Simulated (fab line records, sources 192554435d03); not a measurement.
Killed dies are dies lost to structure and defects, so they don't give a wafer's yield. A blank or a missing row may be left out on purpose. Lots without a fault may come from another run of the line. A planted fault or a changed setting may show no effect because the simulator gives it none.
Chamber matching | flow n5_finfet | N5_SD_EPI_N_ETCH_16 on rie_diel-05: 4 sister chambers
The step etches SiO2 in CHF3/O2, target depth 5 nm. 24 wafers are shown with their chamber, then 12 later ones without.

WAFERS WITH THEIR CHAMBER
wafer  | chamber | drypump_motor_current_A (A) | showerhead_plenum_p_Torr (Torr) | rf_vpp_V (V)
L075.2 | 3       | 6.1                         | 2.41                            | 522
L075.5 | 2       | 4.8                         | 2.32                            | 499
L075.6 | 1       | 5.1                         | 2.45                            | 543
L076.3 | 1       | 5.0                         | 2.45                            | 541
L076.4 | 0       | 5.9                         | 2.37                            | 518
L076.6 | 3       | 6.1                         | 2.41                            | 521
L079.1 | 0       | 5.9                         | 2.37                            | 518
L079.3 | 3       | 6.1                         | 2.40                            | 521
L079.5 | 2       | 4.8                         | 2.32                            | 499
L080.2 | 2       | 4.8                         | 2.32                            | 498
L080.3 | 0       | 5.9                         | 2.37                            | 517
L080.6 | 3       | 6.1                         | 2.40                            | 521
L081.1 | 0       | 5.9                         | 2.37                            | 516
L081.4 | 3       | 6.1                         | 2.40                            | 521
L081.5 | 0       | 5.9                         | 2.37                            | 517
L082.2 | 0       | 5.9                         | 2.37                            | 517
L082.4 | 3       | 6.1                         | 2.40                            | 519
L082.5 | 3       | 6.1                         | 2.40                            | 523
L083.1 | 3       | 6.1                         | 2.40                            | 521
L083.3 | 2       | 4.8                         | 2.32                            | 498
L083.4 | 0       | 5.9                         | 2.37                            | 518
L084.1 | 2       | 4.8                         | 2.32                            | 498
L084.2 | 0       | 5.9                         | 2.37                            | 516
L084.4 | 1       | 5.1                         | 2.45                            | 540

SIGNATURES (means of the wafers above)
reading                  | chamber 0 | chamber 1 | chamber 2 | chamber 3 | scatter within a chamber
drypump_motor_current_A  | 5.900     | 5.067     | 4.800     | 6.100     | 0.0183
showerhead_plenum_p_Torr | 2.3700    | 2.4500    | 2.3200    | 2.4025    | 0.00274
rf_vpp_V                 | 517.12    | 541.33    | 498.40    | 521.12    | 0.99
Rule: a wafer's distance from a chamber is the root of the sum, over the readings, of the square of ((its reading less the chamber's mean) divided by the reading's scatter). The wafer belongs to the nearest chamber; if the next one is less than 2 further off, it can't be placed. The scatter: the root of (the sum of the squares of (reading less its chamber's mean) over the shown wafers, divided by (wafers less chambers)).

WAFERS WITHOUT THEIR CHAMBER
wafer  | drypump_motor_current_A (A) | showerhead_plenum_p_Torr (Torr) | rf_vpp_V (V)
L090.2 | 5.9                         | 2.36                            | 518
L090.3 | 4.8                         | 2.31                            | 498
L090.5 | 5.1                         | 2.44                            | 539
L092.2 | 5.1                         | 2.44                            | 541
L092.4 | 4.8                         | 2.31                            | 497
L092.5 | 5.9                         | 2.36                            | 517
L095.2 | 5.1                         | 2.44                            | 540
L095.4 | 5.9                         | 2.36                            | 516
L095.5 | 5.0                         | 2.44                            | 540
L096.1 | 5.1                         | 2.44                            | 540
L096.4 | 4.8                         | 2.31                            | 497
L096.6 | 4.8                         | 2.31                            | 498

WHICH CHAMBER EACH WENT THROUGH
wafer  | from the rows above | in truth
L090.2 | 0                   | 0
L090.3 | 2                   | 2
L090.5 | 1                   | 1
L092.2 | 1                   | 1
L092.4 | 2                   | 2
L092.5 | 0                   | 0
L095.2 | 1                   | 1
L095.4 | 0                   | 0
L095.5 | 1                   | 1
L096.1 | 1                   | 1
L096.4 | 2                   | 2
L096.6 | 2                   | 2
Placed correctly: 12 of 12. Can't be placed from these rows: 0. Placed wrongly: 0.
